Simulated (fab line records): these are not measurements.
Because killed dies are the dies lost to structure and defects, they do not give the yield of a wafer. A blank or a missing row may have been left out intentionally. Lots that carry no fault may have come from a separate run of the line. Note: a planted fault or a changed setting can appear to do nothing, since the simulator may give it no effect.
fab line records | flow n5Finfet
[record] lots = 6 | wafers = 18 | lastDay = 18
route steps=1938 shown BEOL_M8@1357
lots that met no fault: taken from a fault-free run of the same line
startH: the number of hours between the record's first day and the start of the first shown wafer of the lot | waitH: how many hours have passed since the lot's step before this one | " same as the row above | L1.1+2: a single row standing in for several wafers | - either no value or no given start | * or withheld: withheld | < > ~ a bound
route shown NAME@n: names a module that has steps shown in the file, with the first one's number in the route | usual: mean/standard deviation of fault-free wafers | same: alike in all rows | chamber/n: place in a boat | sites: per-site readings | _std_site: standard deviation of those values | _edge_site: outer sites' mean less inner sites' | radiusMm: for every site, how far away it sits from the centre of the wafer | mask NAME#n: copy n | behind: the last tool/chamber to shape the wafer | hold: why the lot went on hold/how many hours it stayed there/how the hold came to an end | device: which transistor (n, p or np) failed to switch | end of line: the same wafers' tests at the end of the route | a step without rows: its recipe alone | killed: dies that structure and defects cost at the first sort, which is not the same as the wafer's yield | map: a wafer's dies, marking killed ones x, the rest . and places with no die _
set.NAME: the setting the step ran with; set.NAME@STEP: the setting that earlier step ran with | model.NAME: the simulator's own value behind a step, which no gauge read
lots at some steps of the route; a table a step, a row a wafer
services: from which hour (startH, from the record's first day; less than 0 if before it) a tool's chamber was out of use, for how many hours, and why
[[steps]]
[step N5_BEOL_M8_COAT_64]
[recipe] resist = SiARC | tempC = 220 | timeS = 60 | spinRpm = 1500 | resistThkNm = 12
[step N5_BEOL_M8_COAT_71]
[recipe] resist = underlayer | tempC = 205 | timeS = 60 | spinRpm = 1500 | resistThkNm = 5
[step N5_BEOL_M8_COAT_22]
[recipe] resist = CAR-EUV | spinRpm = 1500 | resistThkNm = 30
[step N5_BEOL_M8_EBR_24]
[recipe] solvent = PGMEA | ebrWidthMm = 1.5
[step N5_BEOL_M8_SOFTBAKE_23]
[recipe] tempC = 110 | timeS = 60 | resist = CAR-EUV
[step N5_BEOL_M8_EXPOSE_25]
[recipe] maskId = V7 | na = 0.33 | sourceShape = annular | sigmaInner = 0.4 | sigmaOuter = 0.8 | polarization = unpolarized | targetCdNm = 40 | doseMj = 42.5
[step N5_BEOL_M8_PEB_26]
[recipe] pebTempC = 100 | pebTimeS = 60 | resist = CAR-EUV
[step N5_BEOL_M8_DEVELOP_27]
[recipe] developTimeS = 30 | developer = TMAH | resist = CAR-EUV | rinseLiquid = surfactantRinse | dry = airSpin | devTempC = 23
[step N5_BEOL_M8_CD_MEAS_28]
[recipe] targetCdNm = 40 | landingEnergyEv = 500 | detector = seInlens
[usual] cdNm = 39.97/0.23
lot.wafer | tool     | chamber | startH | waitH | cdNm
L739.2    | cdSem-03 | 0       | 235.83 | -     | 40.07
L739.5    | "        | 0       | "      | "     | 40.24
L739.6    | "        | 0       | "      | "     | 40.06
L743.2    | cdSem-02 | 0       | 254.66 | -     | 39.55
L743.3    | "        | 0       | "      | "     | 40.12
L743.4    | "        | 0       | "      | "     | 39.92
L744.1    | cdSem-03 | 0       | 266.47 | -     | 40.07
L744.4    | "        | 0       | "      | "     | 39.84
L744.6    | "        | 0       | "      | "     | 39.85
L745.1    | cdSem-02 | 0       | 271.25 | -     | 39.87
L745.2    | "        | 0       | "      | "     | 39.82
L745.4    | "        | 0       | "      | "     | 39.83
L756.1    | cdSem-01 | 0       | 353.06 | -     | 40.03
L756.3    | "        | 0       | "      | "     | 39.97
L756.4    | "        | 0       | "      | "     | 40.24
L755.1    | cdSem-03 | 0       | 353.10 | -     | 40.03
L755.3    | "        | 0       | "      | "     | 40.33
L755.5    | "        | 0       | "      | "     | 40.16
[step N5_BEOL_M8_OVL_MEAS_29]
[recipe] pointsPerWafer = 522
[usual] V7_OVL = -0.4/0.66
[same] pointsPerWafer = 522
lot.wafer | tool       | chamber | startH | waitH | V7_OVL[nm]
L739.2    | overlay-02 | 0       | 235.86 | 0.0   | 0.5
L739.5    | "          | 0       | "      | "     | -0.3
L739.6    | "          | 0       | "      | "     | 0.6
L743.2    | overlay-02 | 0       | 254.70 | 0.0   | -0.8
L743.3    | "          | 0       | "      | "     | -0.9
L743.4    | "          | 0       | "      | "     | -1.1
L744.1    | overlay-02 | 0       | 266.50 | 0.0   | -0.2
L744.4    | "          | 0       | "      | "     | -0.2
L744.6    | "          | 0       | "      | "     | -0.8
L745.1    | overlay-02 | 0       | 271.28 | 0.0   | -1.3
L745.2    | "          | 0       | "      | "     | -0.6
L745.4    | "          | 0       | "      | "     | -1.3
L756.1    | overlay-01 | 0       | 353.09 | 0.0   | 0.1
L756.3    | "          | 0       | "      | "     | -1.3
L756.4    | "          | 0       | "      | "     | -0.5
L755.1    | overlay-01 | 0       | 353.13 | 0.0   | -0.3
L755.3    | "          | 0       | "      | "     | 0.2
L755.5    | "          | 0       | "      | "     | 0.0
[step N5_BEOL_M8_INSPECT_30]
[recipe] mode = adi | inspectInstrument = brightfield
[usual] rawDefectCount = 444/100
lot.wafer | tool             | chamber | startH | waitH | rawDefectCount
L739.2    | defectInspect-01 | -       | 235.91 | 0.0   | 755
L739.5    | "                | -       | "      | "     | 518
L739.6    | "                | -       | "      | "     | 378
L743.2    | defectInspect-02 | -       | 254.75 | 0.0   | 370
L743.3    | "                | -       | "      | "     | 335
L743.4    | "                | -       | "      | "     | 360
L744.1    | defectInspect-02 | -       | 266.56 | 0.1   | 391
L744.4    | "                | -       | "      | "     | 374
L744.6    | "                | -       | "      | "     | 316
L745.1    | defectInspect-01 | -       | 271.34 | 0.1   | 424
L745.2    | "                | -       | "      | "     | 239
L745.4    | "                | -       | "      | "     | 312
L756.1    | defectInspect-01 | -       | 353.14 | 0.1   | 458
L756.3    | "                | -       | "      | "     | 495
L756.4    | "                | -       | "      | "     | 383
L755.1    | defectInspect-02 | -       | 353.19 | 0.1   | 446
L755.3    | "                | -       | "      | "     | 428
L755.5    | "                | -       | "      | "     | 389
[step N5_BEOL_M8_DESCUM_33]
[recipe] chemistry = O2 | timeS = 7 | sourcePowerW = 50 | biasPowerW = 20 | pressureMtorr = 20 | rfFrequencyHz = 2.712e+07 | tempC = 40 | resist = CAR-EUV | o2FlowSccm = 225
[usual] drypumpMotorCurrentA = 5.9/0.53 | oesProductAu = 0.84/0.1 | rfVppV = 244.1/1.2 | showerheadPlenumPTorr = 2.15/0.063 | throttleValvePct = 20.28/0.25
lot.wafer | tool       | chamber | startH | waitH | drypumpMotorCurrentA | oesProductAu | rfHoursCounterH | rfVppV | showerheadPlenumPTorr | throttleValvePct
L739.2    | rieDiel-01 | 0       | 236.27 | 0.4   | 6.2                  | 0.75         | 138             | 245.8  | 2.19                  | 20.29
L739.5    | "          | 2       | "      | "     | 5.2                  | 0.81         | -               | 245.8  | 2.18                  | 20.12
L739.6    | "          | 3       | "      | "     | 6.6                  | 0.92         | -               | 243.8  | 2.14                  | 20.17
L743.2    | rieDiel-06 | 2       | 255.01 | 0.3   | 6.3                  | 0.98         | 8               | 242.9  | 2.04                  | 19.94
L743.3    | "          | 0       | "      | "     | 5.7                  | 0.68         | 242             | 244.1  | 2.16                  | 20.55
L743.4    | "          | 1       | "      | "     | 6.6                  | 0.69         | -               | 244.7  | 2.17                  | 20.59
L744.1    | rieDiel-06 | 2       | 266.60 | 0.0   | 6.3                  | 0.96         | 14              | 243.0  | 2.04                  | 19.95
L744.4    | "          | 2       | "      | "     | 6.3                  | 0.95         | -               | 243.8  | 2.04                  | 19.95
L744.6    | "          | 3       | "      | "     | 5.4                  | 0.89         | -               | 246.4  | 2.25                  | 20.45
L745.1    | rieDiel-06 | 2       | 271.78 | 0.4   | 6.3                  | 0.95         | 16              | 242.8  | 2.03                  | 19.93
L745.2    | "          | 3       | "      | "     | 5.4                  | 0.88         | 28              | 245.0  | 2.24                  | 20.46
L745.4    | "          | 0       | "      | "     | 5.7                  | 0.67         | 247             | 244.0  | 2.15                  | 20.56
L756.1    | rieDiel-03 | 2       | 353.18 | 0.0   | 5.0                  | 0.76         | 141             | 243.6  | 2.11                  | 20.87
L756.3    | "          | 3       | "      | "     | 6.0                  | 0.75         | 166             | 241.3  | 2.02                  | 20.68
L756.4    | "          | 1       | "      | "     | 5.5                  | 0.67         | 246             | 243.3  | 2.15                  | 20.57
L755.1    | rieDiel-06 | 1       | 353.22 | 0.0   | 6.6                  | 0.98         | 6               | 245.5  | 2.16                  | 20.30
L755.3    | "          | 2       | "      | "     | 6.3                  | 0.90         | 44              | 244.4  | 2.03                  | 20.02
L755.5    | "          | 0       | "      | "     | 5.8                  | 0.92         | -               | 244.0  | 2.15                  | 20.18
[step N5_BEOL_M8_ETCH_72]
[recipe] chemistry = N2/H2 | target = underlayer | targetDepthA = 65 | maskMaterial = CAR-EUV | timeS = 5.2 | ionEnergyEv = 200 | pressureMtorr = 30 | sourceW = 840 | biasW = 150 | n2FlowSccm = 200 | h2FlowSccm = 200 | ends = cleared
[usual] biasW = 150.0/0.46 | drypumpMotorCurrentA = 5.9/0.52 | etchRfOnTimeS = 5.15/0.14 | h2FlowSccm = 200.1/0.6 | oesProductAu = 0.72/0.088 | rfVppV = 525.8/2.4 | showerheadPlenumPTorr = 2.61/0.069 | throttleValvePct = 17.69/0.22
lot.wafer | tool       | chamber | startH | waitH | biasW | drypumpMotorCurrentA | etchRfOnTimeS | h2FlowSccm | oesProductAu | rfHoursCounterH | rfVppV | showerheadPlenumPTorr | throttleValvePct
L739.2    | rieDiel-01 | 0       | 236.31 | 0.0   | 150.8 | 6.3                  | 5.38          | 199.4      | 0.63         | 138             | 527.9  | 2.65                  | 17.67
L739.5    | "          | 2       | "      | "     | 150.0 | 5.2                  | 4.96          | 199.9      | 0.71         | -               | 526.4  | 2.70                  | 17.79
L739.6    | "          | 3       | "      | "     | 149.9 | 6.5                  | 4.90          | 200.0      | 0.82         | -               | 527.8  | 2.60                  | 17.56
L743.2    | rieDiel-06 | 2       | 255.04 | 0.0   | 149.4 | 6.3                  | 5.13          | 199.9      | 0.82         | 8               | 522.2  | 2.51                  | 17.62
L743.3    | "          | 0       | "      | "     | 150.6 | 5.7                  | 5.25          | 200.0      | 0.57         | 242             | 526.6  | 2.61                  | 17.94
L743.4    | "          | 1       | "      | "     | 150.4 | 6.6                  | 5.25          | 200.1      | 0.60         | -               | 525.3  | 2.61                  | 17.82
L744.1    | rieDiel-06 | 2       | 266.63 | 0.0   | 149.7 | 6.3                  | 2.99          | 199.9      | 1.14         | 14              | 525.2  | 2.51                  | 17.71
L744.4    | "          | 2       | "      | "     | 150.0 | 6.3                  | 5.10          | 200.0      | 0.82         | -               | 522.3  | 2.51                  | 17.64
L744.6    | "          | 3       | "      | "     | 149.6 | 5.4                  | 5.34          | 198.9      | 0.76         | -               | 528.1  | 2.69                  | 17.61
L745.1    | rieDiel-06 | 2       | 271.81 | 0.0   | 149.7 | 6.3                  | 3.00          | 200.5      | 1.13         | 16              | 522.6  | 2.51                  | 17.72
L745.2    | "          | 3       | "      | "     | 151.1 | 5.4                  | 3.09          | 199.5      | 1.05         | 28              | 530.6  | 2.69                  | 17.72
L745.4    | "          | 0       | "      | "     | 150.3 | 5.7                  | 5.25          | 199.5      | 0.57         | 247             | 525.7  | 2.61                  | 17.96
L756.1    | rieDiel-03 | 2       | 353.21 | 0.0   | 149.9 | 5.0                  | 5.04          | 199.2      | 0.65         | 141             | 525.9  | 2.56                  | 18.32
L756.3    | "          | 3       | "      | "     | 149.5 | 6.0                  | 5.02          | 200.1      | 0.64         | 166             | 520.9  | 2.41                  | 17.79
L756.4    | "          | 1       | "      | "     | 150.4 | 5.4                  | 4.98          | 200.1      | 0.58         | 246             | 525.5  | 2.60                  | 18.04
L755.1    | rieDiel-06 | 1       | 353.26 | 0.0   | 150.7 | 6.6                  | 5.10          | 200.5      | 0.86         | 6               | 523.8  | 2.60                  | 17.45
L755.3    | "          | 2       | "      | "     | 150.2 | 6.3                  | 5.06          | 200.1      | 0.76         | 44              | 523.2  | 2.49                  | 17.69
L755.5    | "          | 0       | "      | "     | 150.0 | 5.8                  | 5.29          | 199.8      | 0.78         | -               | 524.7  | 2.60                  | 17.55
[step N5_BEOL_M8_ETCH_65]
[recipe] chemistry = CF4 | target = SiARC | targetDepthA = 156 | maskMaterial = CAR-EUV | timeS = 26 | ionEnergyEv = 80 | pressureMtorr = 40 | sourceW = 545 | biasW = 36 | Ar_flow_sccm = 100 | cf4FlowSccm = 100 | ends = cleared
[usual] biasW = 35.99/0.11 | drypumpMotorCurrentA = 5.9/0.53 | etchRfOnTimeS = 25.8/0.71 | oesProductAu = 0.72/0.087 | rfVppV = 184.8/1 | showerheadPlenumPTorr = 2.20/0.06 | throttleValvePct = 15.46/0.19
lot.wafer | tool       | chamber | startH | waitH | biasW | drypumpMotorCurrentA | etchRfOnTimeS | oesProductAu | rfHoursCounterH | rfVppV | showerheadPlenumPTorr | throttleValvePct
L739.2    | rieDiel-01 | 0       | 236.33 | 0.0   | 35.77 | 6.3                  | 26.7          | 0.63         | 138             | 185.7  | 2.22                  | 15.49
L739.5    | "          | 2       | "      | "     | 36.01 | 5.2                  | 25.3          | 0.71         | -               | 185.9  | 2.26                  | 15.45
L739.6    | "          | 3       | "      | "     | 36.10 | 6.6                  | 24.9          | 0.80         | -               | 184.3  | 2.19                  | 15.28
L743.2    | rieDiel-06 | 2       | 255.06 | 0.0   | 35.94 | 6.3                  | 25.5          | 0.82         | 8               | 183.8  | 2.10                  | 15.24
L743.3    | "          | 0       | "      | "     | 35.80 | 5.7                  | 26.0          | 0.57         | 242             | 184.9  | 2.21                  | 15.74
L743.4    | "          | 1       | "      | "     | 36.04 | 6.6                  | 26.3          | 0.59         | -               | 184.5  | 2.19                  | 15.68
L744.1    | rieDiel-06 | 2       | 266.65 | 0.0   | 35.97 | 6.3                  | 25.7          | 0.81         | 14              | 184.0  | 2.10                  | 15.24
L744.4    | "          | 2       | "      | "     | 35.96 | 6.3                  | 25.7          | 0.81         | -               | 184.2  | 2.10                  | 15.24
L744.6    | "          | 3       | "      | "     | 35.82 | 5.4                  | 26.6          | 0.76         | -               | 184.2  | 2.27                  | 15.43
L745.1    | rieDiel-06 | 2       | 271.83 | 0.0   | 36.05 | 6.3                  | 25.5          | 0.81         | 16              | 182.3  | 2.10                  | 15.25
L745.2    | "          | 3       | "      | "     | 36.05 | 5.4                  | 26.4          | 0.76         | 28              | 185.5  | 2.27                  | 15.44
L745.4    | "          | 0       | "      | "     | 35.76 | 5.7                  | 25.9          | 0.58         | 247             | 183.3  | 2.20                  | 15.75
L756.1    | rieDiel-03 | 2       | 353.23 | 0.0   | 36.00 | 5.0                  | 25.7          | 0.64         | 141             | 183.9  | 2.15                  | 15.94
L756.3    | "          | 3       | "      | "     | 36.01 | 6.0                  | 25.7          | 0.64         | 166             | 183.7  | 2.05                  | 15.73
L756.4    | "          | 1       | "      | "     | 35.83 | 5.4                  | 25.3          | 0.58         | 246             | 185.0  | 2.19                  | 15.80
L755.1    | rieDiel-06 | 1       | 353.27 | 0.0   | 36.04 | 6.6                  | 25.6          | 0.85         | 6               | 183.9  | 2.18                  | 15.26
L755.3    | "          | 2       | "      | "     | 36.15 | 6.3                  | 25.0          | 0.77         | 44              | 183.9  | 2.09                  | 15.31
L755.5    | "          | 0       | "      | "     | 35.97 | 5.7                  | 26.4          | 0.79         | -               | 184.7  | 2.20                  | 15.31
[[services]]
tool       | chamber | startH | hours | kind
rieDiel-01 | 1       | 213.94 | -     | clean
rieDiel-01 | 1       | 213.94 | -     | consumableReplace:focusRing
rieDiel-01 | 1       | 213.94 | -     | consumableReplace:showerhead
rieDiel-01 | 1       | 213.94 | 18.5  | scheduledDown
rieDiel-01 | 1       | 213.94 | 18.5  | ventCycle
rieDiel-06 | -       | 233.19 | 15.6  | pm
rieDiel-06 | 3       | 251.02 | 9.4   | repair
rieDiel-03 | 3       | 259.60 | 4.2   | repair
rieDiel-06 | 0       | 263.94 | 4.2   | repair
rieDiel-06 | -       | 277.23 | 4.3   | pm
rieDiel-06 | 0       | 284.94 | -     | clean
rieDiel-06 | 0       | 284.94 | -     | consumableReplace:focusRing
rieDiel-06 | 0       | 284.94 | 15.1  | scheduledDown
rieDiel-06 | 0       | 284.94 | 15.1  | ventCycle
rieDiel-01 | 0       | 287.50 | 1.8   | repair
rieDiel-03 | 0       | 303.24 | 7.5   | repair
rieDiel-06 | 2       | 309.91 | 2.8   | repair
rieDiel-06 | 1       | 313.78 | -     | clean
rieDiel-06 | 1       | 313.78 | -     | consumableReplace:focusRing
rieDiel-06 | 1       | 313.78 | 20.5  | scheduledDown
rieDiel-06 | 1       | 313.78 | 20.5  | ventCycle
rieDiel-03 | 1       | 321.25 | 4.6   | repair
[[key]]
[firstSign] step = N5_BEOL_M8_ETCH_72 | reading = etchRfOnTimeS | direction = down | sigmas = 15 | usual = * | struck = *
[effect] step = N5_BEOL_M8_ETCH_72 | reading = oesProductAu | direction = up | sigmas = 4.4 | usual = 0.72 | struck = 1.10
metAt N5_BEOL_M8_ETCH_72
struckWafers L744.1,L745.1,L745.2
[baselineLoss] step = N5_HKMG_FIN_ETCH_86 | wafers = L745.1
onsetBetween 255.04 266.63
[fault] kind = processParameterDrift | tool = rieDiel-06 | chamber = - | onsetH = 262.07 | steps = N5_BEOL_M8_ETCH_72 | channel = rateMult | offset = 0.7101 | shape = step | endH = 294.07 | scope = struckWafersOnly
// baselineLoss: these wafers lose ten dies or more at that step, a loss of the line's own and not of a fault; the sort's usual values leave them out
